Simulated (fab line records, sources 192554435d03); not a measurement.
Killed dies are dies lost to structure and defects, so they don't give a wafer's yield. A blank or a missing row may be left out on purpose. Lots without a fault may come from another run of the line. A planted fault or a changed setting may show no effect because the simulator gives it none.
fab line records | flow n5_finfet
record lots=5 wafers=12 last_day=19
route steps=1938 shown BEOL_M12@1639 BEOL_M13@1659 BEOL_M15@1830 PASSIVATION@1936
lots that met no fault: from a run of the same line without faults
start_h: hours from the record's first day to the start of the lot's first wafer shown | wait_h: hours since the lot's step before | " the same as in the row above | L1.1+2: a row that stands for several wafers | - no value, or no start given | * or withheld: withheld | < > ~ a bound
route shown NAME@n: a module of which the file shows steps, and the number in the route of the first | usual: mean/standard deviation of fault-free wafers | same: alike in all rows | chamber/n: place in a boat | sites: the reading at each site | _std_site: their standard deviation | _edge_site: outer sites' mean less inner sites' | radius_mm: how far each site lies from the wafer's centre | mask NAME#n: copy n | behind: the tool/chamber that last shaped the wafer | hold: why the lot was held/for how many hours/how that ended | device: the transistor (n, p or np) that didn't switch | end of line: the same wafers' tests at the end of the route | a step without rows: its recipe alone | killed: dies lost to structure and defects at the first sort, not the wafer's yield | map: a wafer's dies, x killed, . not, _ none there
set.NAME: the setting as run; set.NAME@STEP: as run at that earlier step | model.NAME: the simulator's own value behind a step, which no gauge read
lots at some steps of the route; a table a step, a row a wafer
services: from which hour (start_h, from the record's first day; less than 0 if before it) a tool's chamber was out of use, for how many hours, and why
## steps
# step N5_BEOL_M12_TRENCH_ETCH_34
# recipe chemistry=C4F8/O2/Ar target=SiOC target_depth_a=3189.5 mask_material=SOC pressure_mtorr=30 source_w=3000 bias_w=700 Ar_flow_sccm=400 C4F8_flow_sccm=15 O2_flow_sccm=8 he_inner_torr=15 he_outer_torr=30 time_s=125.5 ion_energy_ev=250
# step N5_BEOL_M12_STRIP_70
# recipe chemistry=C4F8/O2/Ar resist=SiARC rf_frequency_hz=6e+07
# step N5_BEOL_M12_STRIP_37
# recipe chemistry=N2/H2 power_w=1000 temp_c=250 h2_frac=0.65 overash_fraction=0.3 pressure_mtorr=withheld n2_flow_sccm=1750 h2_flow_sccm=3250
# step N5_BEOL_M12_ETCH_38
# recipe chemistry=CF4/N2 target=SiCN target_depth_a=687 taper_deg=2 time_s=73.4 ion_energy_ev=150 mask_material=SiO2 pressure_mtorr=40 source_w=430 bias_w=70 Ar_flow_sccm=100 cf4_flow_sccm=60 n2_flow_sccm=60
# step N5_BEOL_M12_PRECLEAN_39
# recipe chemistry=residue_remover time_s=60 temp_c=40
# step N5_BEOL_M12_SRD_40
# recipe time_s=30 temp_c=23 rinse_liquid=diw dry=n2_spin spin_rpm=1500 dry_time_s=30
# step N5_BEOL_M12_DEGAS_41
# recipe ambient=vacuum temp_c=250 time_s=60
# step N5_BEOL_M12_PRE_CLEAN_42
# recipe gas=H2/He time_s=30 temp_c=250
# step N5_BEOL_M12_SPUTTER_43
# recipe material=TaN target_thk_a=150 temp_c=50 bias_v=168.6 power_w=15000 chamber_pressure_pa=0.12 time_s=24.19
# step N5_BEOL_M12_SPUTTER_44
# recipe material=Ta target_thk_a=100 temp_c=50 bias_v=80 power_w=15000 chamber_pressure_pa=0.07 time_s=16.13
# step N5_BEOL_M12_SPUTTER_45
# recipe material=Cu target_thk_a=800 temp_c=-20 bias_v=60 power_w=26000 chamber_pressure_pa=0.13 time_s=13.33
# step N5_BEOL_M12_ECD_47
# recipe material=Cu target_thk_a=7200
# columns lot.wafer tool chamber start_h wait_h model.Cu_of_BEOL_M12_ECD_47.thk_nm
L718.2 ecd_cu-02 1 237.79 0.1 715.2
L718.4 " 1 " " 711.4
L718.6 " 0 " " 714.2
L729.1 ecd_cu-02 1 378.35 0.1 221.4
L729.2 " 0 " " 727
L731.5 ecd_cu-02 0 380.85 0.1 233.4
L731.6 " 1 " " 715.8
L727.5 ecd_cu-02 0 396.68 0.1 225
L727.6 " 1 " " 732
L737.2 ecd_cu-01 1 411.14 0.1 724
L737.4 " 0 " " 714.2
L737.5 " 1 " " 724.8
# step N5_BEOL_M12_ANNEAL_48
# recipe temp_c=225 time_s=90 ambient=N2
# step N5_BEOL_M12_CMP_49
# recipe stop_on=SiOC t_overpolish_s=20.6 down_force_psi=1 platen_rpm=50 clearing_platen_down_force_psi=1.5 clearing_platen_rpm=50 post_cmp_clean=cu_alkaline target_thk_nm=320 clearing_platen_pad_velocity_m_s=0.99484 pad_velocity_m_s=0.99484
# usual edge_zone_pressure_frac=1.000/0.0049 motor_current_A=5.9/0.72 platen_rpm=50.00/0.03
# columns lot.wafer tool chamber start_h wait_h edge_zone_pressure_frac motor_current_A platen_rpm model.Cu_of_BEOL_M12_ECD_47.thk_nm
L718.2 cmp-04 2 238.31 0.2 0.993 7.0 50.00 327.2
L718.4 " 1 " " 1.003 5.8 49.95 320.8
L718.6 " 3 " " 1.003 5.3 50.01 325
L729.1 cmp-04 2 378.88 0.3 1.003 6.6 50.04 221.4
L729.2 " 0 " " 1.003 5.6 49.97 320.8
L731.5 cmp-02 3 381.46 0.2 1.000 6.7 50.00 233.4
L731.6 " 0 " " 1.006 4.8 50.02 322
L727.6 cmp-04 3 397.19 0.2 1.004 5.3 50.03 318.4
L727.5 " 0 " " 1.005 5.3 50.02 225
L737.4 cmp-02 0 411.66 0.1 0.998 5.1 49.96 314
L737.2 " 1 " " 1.009 4.9 49.95 327.6
L737.5 " 0 " " 1.003 5.0 50.04 315.8
# step N5_BEOL_M12_THK_MEAS_50
# recipe thk_meas_gauge=xrf reads=Cu_of_BEOL_M12_ECD_47
# usual M12_THK=322/4.5
# columns lot.wafer tool chamber start_h wait_h M12_THK[nm]
L718.2 film_metro-01 - 238.61 - 328
L718.4 " - " " 322
L718.6 " - " " 325
L729.1 film_metro-01 - 379.14 - 220
L729.2 " - " " 321
L731.5 film_metro-02 - 381.61 - 233
L731.6 " - " " 321
L727.5 film_metro-01 - 397.33 - 225
L727.6 " - " " 320
L737.2 film_metro-02 - 411.95 - 329
L737.4 " - " " 317
L737.5 " - " " 318
# step N5_BEOL_M12_PRE_CLEAN_52
# recipe gas=NH3 time_s=15 temp_c=withheld rf_power_w=300
# step N5_BEOL_M12_DEP_53
# recipe material=SiCN target_thk_a=300 temp_c=withheld precursor=3MS/NH3 pressure_torr=3 rf_w=675 time_s=10.5
# step N5_BEOL_M12_RS_MEAS_54
# recipe thk_meas_gauge=four-point-probe reads=Cu_of_BEOL_M12_ECD_47+Ta_of_BEOL_M12_SPUTTER_44+TaN_of_BEOL_M12_SPUTTER_43
# usual M12_RS=0.0599/0.00087
# columns lot.wafer tool chamber start_h wait_h M12_RS[ohm/sq]
L718.2 film_metro-02 - 238.76 0.1 0.0585
L718.4 " - " " 0.0599
L718.6 " - " " 0.0589
L729.1 film_metro-02 - 379.26 0.0 0.0883
L729.2 " - " " 0.0597
L731.5 film_metro-02 - 381.73 0.0 0.0835
L731.6 " - " " 0.0595
L727.5 film_metro-01 - 397.46 0.0 0.0867
L727.6 " - " " 0.0604
L737.2 film_metro-01 - 412.08 0.0 0.0585
L737.4 " - " " 0.0611
L737.5 " - " " 0.0607
# step N5_BEOL_M13_ILD_DEP_00
# recipe material=SiOC target_thk_a=8379.2 temp_c=350 precursor=DEMS/O2 pressure_torr=5 rf_w=500 time_s=166.4
# step N5_BEOL_M13_COAT_58
# recipe resist=BARC temp_c=205 time_s=60 spin_rpm=1500 resist_thk_nm=89
# step N5_BEOL_M13_COAT_04
# recipe spin_rpm=1625 resist_thk_nm=400
# step N5_BEOL_M13_EBR_06
# recipe solvent=PGMEA ebr_width_mm=1.5
# step N5_BEOL_M13_SOFTBAKE_05
# recipe temp_c=130 time_s=60
# step N5_BEOL_M13_EXPOSE_07
# recipe mask_id=V12 na=0.93 source_shape=conventional sigma_outer=0.6 polarization=unpolarized attpsm_phase_deg=180 dose_mj=24.8
# step N5_BEOL_M13_PEB_08
# recipe peb_temp_c=130 peb_time_s=90
# step N5_BEOL_M13_DEVELOP_09
# recipe develop_time_s=45 rinse_liquid=diw dry=air_spin dev_temp_c=21
# step N5_BEOL_M13_HARDBAKE_14
# recipe temp_c=130 time_s=120
# step N5_BEOL_M13_DESCUM_15
# recipe chemistry=O2 time_s=7.9 source_power_w=50 bias_power_w=20 pressure_mtorr=20 rf_frequency_hz=2.712e+07 temp_c=40 o2_flow_sccm=225
# step N5_BEOL_M13_ETCH_59
# recipe chemistry=N2/H2 target=BARC target_depth_a=890 overetch_a=267 time_s=67.9 ion_energy_ev=200 pressure_mtorr=30 source_w=840 bias_w=150 n2_flow_sccm=200 h2_flow_sccm=200
# step N5_BEOL_M13_VIA_ETCH_16
# recipe chemistry=C4F8/O2/Ar target=SiOC pressure_mtorr=30 source_w=3000 bias_w=700 Ar_flow_sccm=400 C4F8_flow_sccm=15 O2_flow_sccm=8 he_inner_torr=15 he_outer_torr=30 target_depth_a=9217 time_s=withheld ion_energy_ev=250 ends=cleared
# step N5_BEOL_M13_STRIP_63
# recipe chemistry=N2/H2 power_w=1000 temp_c=250 h2_frac=0.65 overash_fraction=0.3 pressure_mtorr=1000 n2_flow_sccm=1750 h2_flow_sccm=3250
# step N5_BEOL_M13_STRIP_64
# recipe chemistry=N2/H2 power_w=1000 temp_c=250 h2_frac=0.65 overash_fraction=0.3 pressure_mtorr=withheld n2_flow_sccm=1750 h2_flow_sccm=3250
# step N5_BEOL_M13_STRIP_71
# recipe chemistry=post_etch_residue_remover time_s=60 temp_c=25 remover_ph=withheld remover_water_wt_pct=withheld remover_fluoride_wt_pct=withheld
# step N5_BEOL_M13_SRD_72
# recipe time_s=30 temp_c=23 rinse_liquid=diw dry=n2_spin spin_rpm=1500 dry_time_s=30
# step N5_BEOL_M13_COAT_65
# recipe resist=SOC temp_c=250 time_s=60 spin_rpm=1500 resist_thk_nm=350
# step N5_BEOL_M15_RC_MEAS_101
# usual COMB_M10=1.41e-11/2.8e-12 COMB_M11=1.4e-11/3.1e-12 COMB_M13=4.3e-12/1e-12 COMB_M14=3.1e-12/1.1e-12 COMB_M15=2.1e-12/1e-12 COMB_M5=3.5e-11/6.9e-12 COMB_M6=2.4e-11/5.7e-12 COMB_M7=2.6e-11/5.7e-12 COMB_M8=2.5e-11/6.1e-12 COMB_M9=1.41e-11/2.8e-12 SERP_M10=3.05/0.1 SERP_M11=3.11/0.078 SERP_M11_max_site=3.18/0.09 SERP_M12=0.640/0.017 SERP_M12_max_site=0.653/0.019 SERP_M13=0.311/0.0073 SERP_M14=0.161/0.0058 SERP_M5=39.1/1.7 SERP_M6=13.5/0.59 SERP_M7=13.8/0.57 SERP_M8=13.6/0.64 SERP_M8_max_site=14.1/0.69 SERP_M9=3.10/0.084
# columns lot.wafer tool chamber start_h wait_h COMB_M10[S/m] COMB_M11[S/m] COMB_M13[S/m] COMB_M14[S/m] COMB_M15[S/m] COMB_M5[S/m] COMB_M6[S/m] COMB_M7[S/m] COMB_M8[S/m] COMB_M9[S/m] SERP_M10[ohm/um] SERP_M11[ohm/um] SERP_M11_max_site[ohm/um] SERP_M12[ohm/um] SERP_M12_max_site[ohm/um] SERP_M13[ohm/um] SERP_M14[ohm/um] SERP_M5[ohm/um] SERP_M6[ohm/um] SERP_M7[ohm/um] SERP_M8[ohm/um] SERP_M8_max_site[ohm/um] SERP_M9[ohm/um]
L718.2 prober-02 0 253.13 0.2 1.08e-11 1.7e-11 3.3e-12 4.5e-12 3.5e-12 2.9e-11 4.3e-11 2.5e-11 2.4e-11 1.35e-11 3.10 3.22 3.39 0.632 0.647 0.323 0.172 36.4 13.5 13.2 14.1 14.8 3.21
L718.4 " 0 " " 1.5e-11 2.1e-11 4.4e-12 3.3e-12 3e-12 3e-11 3.1e-11 3.4e-11 2.7e-11 1.32e-11 3.03 3.16 3.22 0.664 0.672 0.327 0.160 37.5 13.9 13.8 13.8 14.5 2.99
L718.6 " 0 " " 1.69e-11 1.8e-11 3.7e-12 4.8e-12 3.8e-12 3.1e-11 2e-11 2.4e-11 2.5e-11 2.03e-11 3.22 3.19 3.33 0.623 0.630 0.320 0.169 36.1 13.9 12.8 13.9 14.2 3.12
L729.1 prober-02 0 403.48 0.0 1.42e-11 1.7e-11 5.8e-12 3.3e-12 3.4e-12 3.5e-11 1.8e-11 3.6e-11 2.5e-11 1.36e-11 3.05 3.10 3.15 0.946 0.956 0.310 0.152 37.9 13.7 12.0 13.7 14.4 3.16
L729.2 " 0 " " 1.32e-11 1.7e-11 5e-12 2.8e-12 3.9e-12 3.3e-11 2.6e-11 2.1e-11 2.7e-11 1.14e-11 2.99 3.16 3.27 0.652 0.660 0.323 0.169 37.9 12.8 13.8 13.4 13.6 3.22
L731.5 prober-01 0 406.80 0.6 1.43e-11 1.8e-11 3.7e-12 2.2e-12 1.2e-12 3.8e-11 1.6e-11 1.9e-11 2.6e-11 1.36e-11 2.96 3.05 3.09 0.888 0.916 0.310 0.151 41.7 13.0 12.9 13.1 13.5 3.20
L731.6 " 0 " " 1.21e-11 2e-11 2.5e-12 2.3e-12 2e-12 2.5e-11 1.8e-11 2.6e-11 2.4e-11 9.5e-12 3.02 3.12 3.19 0.628 0.647 0.311 0.165 42.0 12.6 13.3 12.8 13.0 3.04
L727.5 prober-02 0 428.41 0.6 1.28e-11 2.2e-11 3.7e-12 4.7e-12 2.6e-12 2.5e-11 2.5e-11 2.5e-11 2.4e-11 1.96e-11 2.96 3.15 3.24 0.908 0.935 0.321 0.158 40.1 13.8 14.3 13.8 14.3 2.94
L727.6 " 0 " " 1.06e-11 1.2e-11 5.4e-12 5.1e-12 2.3e-12 3.7e-11 2.3e-11 2.8e-11 1.9e-11 2.16e-11 3.07 3.11 3.13 0.651 0.659 0.299 0.163 40.0 15.0 14.4 14.2 14.5 3.15
L737.2 prober-01 0 431.20 0.2 1.37e-11 1.7e-11 3.8e-12 2.9e-12 1.4e-12 3.7e-11 2.3e-11 3.2e-11 3.6e-11 1.46e-11 3.15 3.18 3.24 0.616 0.627 0.311 0.171 41.8 13.7 14.2 14.3 14.8 3.14
L737.4 " 0 " " 1.57e-11 1.7e-11 4.5e-12 3e-12 1.3e-12 3e-11 2.4e-11 4.8e-11 2.7e-11 1.65e-11 3.09 3.01 3.08 0.652 0.664 0.299 0.159 40.2 13.0 14.8 13.9 14.5 3.17
L737.5 " 0 " " 1.58e-11 1.5e-11 5.4e-12 3.7e-12 7e-13 2.8e-11 2.2e-11 1.8e-11 3.9e-11 1.56e-11 3.14 3.09 3.14 0.643 0.653 0.307 0.164 39.5 13.3 14.3 13.8 14.3 3.07
# sites SERP_M12 radius_mm=0,75,75,75,75,140,140,140,140
L718.2 0.633 0.618 0.621 0.632 0.642 0.647 0.643 0.629 0.623
L729.1 0.953 0.946 0.941 0.932 0.956 0.947 0.937 0.949 0.943
L731.5 0.879 0.894 0.896 0.888 0.878 0.899 0.887 0.916 0.874
L727.5 0.890 0.926 0.908 0.916 0.906 0.916 0.907 0.893 0.935
L737.2 0.625 0.610 0.621 0.616 0.617 0.614 0.627 0.614 0.612
# step N5_PASSIVATION_PROBE_49
# usual defect_limited_yield=91.0/1.5 killed_at_M0_to_M3=32/9.6 killed_at_M4_up=13/4.7 killed_at_contacts=13/7.2 killed_at_front_end=44/13 killed_at_other=4/3.4 killed_dies=106/18 killed_open=70/13 killed_short=35/8 sort_bin_5_function=5.3/0.97 sort_bin_6_memory=3.4/0.73 sort_bin_8_speed=0.00/0.036 sort_n_pass=1074/18
# same gross_dies=1180 killed_at_back_side=0 sort_bin_4_leakage[%]=0
# columns lot.wafer tool chamber start_h wait_h defect_limited_yield[%] killed_at_M0_to_M3 killed_at_M4_up killed_at_contacts killed_at_front_end killed_at_other killed_dies killed_open killed_short sort_bin_5_function[%] sort_bin_6_memory[%] sort_bin_8_speed[%] sort_n_pass
L718.2 prober-01 - 266.06 0.1 89.4 44 5 6 61 9 125 75 48 6.5 3.3 0 1055
L718.4 prober-01 - 266.16 0.2 93.7 23 10 6 26 9 74 47 26 3.5 2.4 0 1106
L718.6 prober-01 - 266.26 0.3 91.1 19 6 2 69 9 105 62 43 5.5 2.9 0 1075
L729.1 prober-02 - 425.07 0.0 90.8 31 18 5 48 7 109 55 44 5.5 3.1 0.25 1071
L729.2 prober-02 - 425.12 0.1 87.5 25 10 24 84 5 148 84 56 6.9 4.5 0 1032
L731.5 prober-01 - 425.28 0.2 91.8 33 11 14 38 1 97 63 34 5.1 3.0 0 1083
L731.6 prober-01 - 425.33 0.3 90.9 30 18 6 47 6 107 67 39 5.4 3.1 0 1073
L727.5 prober-01 - 442.47 0.2 91.3 49 17 4 31 2 103 78 24 4.9 3.5 0.08 1077
L727.6 prober-01 - 442.52 0.3 91.9 30 12 8 43 3 96 67 29 5.3 2.5 0 1084
L737.2 prober-01 - 446.53 0.1 92.7 20 18 3 38 7 86 47 39 4.2 2.6 0 1094
L737.4 prober-01 - 446.63 0.2 91.0 28 7 21 43 7 106 77 29 4.7 4.1 0 1074
L737.5 prober-01 - 446.68 0.2 94.2 21 8 9 29 2 69 45 24 3.4 1.9 0 1111
# killed by level:class
L718.2 FIN_SAQP:geometric_particle:open=16 FIN_SAQP:geometric_particle:short=14 BEOL_M0_SAQP:geometric_particle:open=14 GATE_CUT:geometric_particle:short=9 BEOL_M0_SAQP:geometric_particle:short=8 BEOL_M2:geometric_particle:open=7 GATE_CUT:geometric_particle:open=6 BEOL_M3:geometric_particle:open=5
L718.4 FIN_SAQP:geometric_particle:open=8 BEOL_M0_SAQP:geometric_particle:short=8 BEOL_M0_SAQP:geometric_particle:open=7 MIM_BOT:geometric_particle:open=5 BEOL_M3:geometric_particle:open=5 FIN_SAQP:geometric_particle:short=4 STI_FIN_REVEAL:geometric_particle:open=4 MOL_CONTACT_COAG:geometric_particle:short=4
L718.6 STI_FIN_REVEAL:geometric_particle:open=19 FIN_SAQP:geometric_particle:open=12 FIN_SAQP:geometric_particle:short=9 GATE_CUT:geometric_particle:short=5 ILD0:geometric_particle:short=5 BEOL_M0_SAQP:geometric_particle:open=5 MIM_BOT:geometric_particle:short=5 STI_FIN_REVEAL:geometric_particle:short=4
L729.1 FIN_SAQP:geometric_particle:short=15 FIN_SAQP:geometric_particle:open=13 BEOL_M0_SAQP:geometric_particle:open=8 BEOL_M3:geometric_particle:open=7 ILD0:geometric_particle:short=5 MOL_CONTACT_COAG:geometric_particle:open=5 BEOL_M2:geometric_particle:open=4 BEOL_M0_SAQP:geometric_particle:short=4
L729.2 FIN_SAQP:geometric_particle:open=32 FIN_SAQP:geometric_particle:short=23 MOL_CONTACT_COAG:geometric_particle:open=17 MOL_CONTACT_COAG:geometric_particle:short=7 GATE_CUT:geometric_particle:short=6 BEOL_M1:geometric_particle:open=6 STI_FIN_REVEAL:geometric_particle:open=5 HKMG_FIN:area_etch=5
L731.5 STI_FIN_REVEAL:geometric_particle:open=13 MOL_CONTACT_COAG:geometric_particle:open=11 BEOL_M2:geometric_particle:open=10 BEOL_M0_SAQP:geometric_particle:short=5 BEOL_M0_SAQP:geometric_particle:open=4 BEOL_M3:geometric_particle:open=4 FIN_SAQP:geometric_particle:short=3 ILD0:geometric_particle:short=3
L731.6 STI_FIN_REVEAL:geometric_particle:open=12 FIN_SAQP:geometric_particle:short=6 BEOL_M1:geometric_particle:open=6 GATE_CUT:geometric_particle:short=5 MOL_CONTACT_COAG:geometric_particle:open=5 BEOL_M4:geometric_particle:open=5 BEOL_M0_SAQP:geometric_particle:open=4 GATE_CUT:geometric_particle:open=4
L727.5 BEOL_M0_SAQP:geometric_particle:open=11 BEOL_M2:geometric_particle:open=10 BEOL_M4:geometric_particle:open=9 FIN_SAQP:geometric_particle:open=8 BEOL_M1:geometric_particle:open=8 BEOL_M3:geometric_particle:open=6 FIN_SAQP:geometric_particle:short=5 BEOL_M0_SAQP:geometric_particle:short=5
L727.6 STI_FIN_REVEAL:geometric_particle:open=10 FIN_SAQP:geometric_particle:short=9 BEOL_M1:geometric_particle:open=8 FIN_SAQP:geometric_particle:open=7 MOL_CONTACT_COAG:geometric_particle:open=7 BEOL_M0_SAQP:geometric_particle:open=6 BEOL_M3:geometric_particle:open=5 DUMMY_GATE:geometric_particle:open=4
L737.2 FIN_SAQP:geometric_particle:short=12 FIN_SAQP:geometric_particle:open=8 STI_FIN_REVEAL:geometric_particle:open=5 BEOL_M4:geometric_particle:open=5 GATE_CUT:geometric_particle:short=4 BEOL_M0_SAQP:geometric_particle:short=4 BEOL_M6:geometric_particle:open=4 BEOL_M0:geometric_particle:open=3
L737.4 MOL_CONTACT_COAG:geometric_particle:open=19 BEOL_M3:geometric_particle:open=10 STI_FIN_REVEAL:geometric_particle:open=9 DUMMY_GATE:geometric_particle:open=7 FIN_SAQP:geometric_particle:open=6 GATE_CUT:geometric_particle:short=5 BEOL_M2:geometric_particle:open=5 STARTING-WAFER:geometric_particle:open=5
L737.5 MOL_CONTACT_COAG:geometric_particle:open=9 BEOL_M3:geometric_particle:open=8 STI_FIN_REVEAL:geometric_particle:open=6 GATE_CUT:geometric_particle:short=6 DUMMY_GATE:geometric_particle:open=4 FIN_SAQP:geometric_particle:short=3 STI_FIN_REVEAL:geometric_particle:short=3 BEOL_M0_SAQP:geometric_particle:open=3
## services
# columns tool chamber start_h hours kind
ecd_cu-02 - 229.66 4.0 pm
cmp-02 - 234.08 4.0 pm
cmp-04 - 259.59 4.0 pm
cmp-04 - 263.59 - consumable_replace:conditioner
cmp-04 - 263.59 - consumable_replace:pad
cmp-02 - 278.02 5.3 pm
cmp-04 - 286.28 2.3 repair
cmp-02 - 304.89 2.2 repair
cmp-02 - 329.54 0.5 repair
cmp-04 - 359.88 1.4 repair
cmp-02 - 398.49 1.8 repair
cmp-04 - 407.35 4.5 repair
## key
first_sign step=N5_BEOL_M12_THK_MEAS_50 reading=M12_THK direction=down sigmas=21 usual=322 struck=226
effect step=N5_BEOL_M12_RS_MEAS_54 reading=M12_RS direction=up sigmas=30 usual=0.0599 struck=0.0862
effect step=N5_BEOL_M15_RC_MEAS_101 reading=SERP_M12 direction=up sigmas=16 usual=0.640 struck=0.914
model_effect step=N5_BEOL_M12_ECD_47 value=Cu_of_BEOL_M12_ECD_47.thk_nm without=717.7 struck=226.6
model_effect step=N5_BEOL_M12_CMP_49 value=Cu_of_BEOL_M12_ECD_47.thk_nm without=324 struck=226.6
met_at N5_BEOL_M12_ECD_47
struck_wafers L727.5,L729.1,L731.5
onset_between 237.79 378.35
fault kind=process_parameter_drift tool=ecd_cu-02 chamber=- onset_h=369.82 steps=N5_BEOL_M12_ECD_47 channel=target_thk_a offset=* shape=step end_h=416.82 scope=struck_wafers_only acts_in=* stated=*
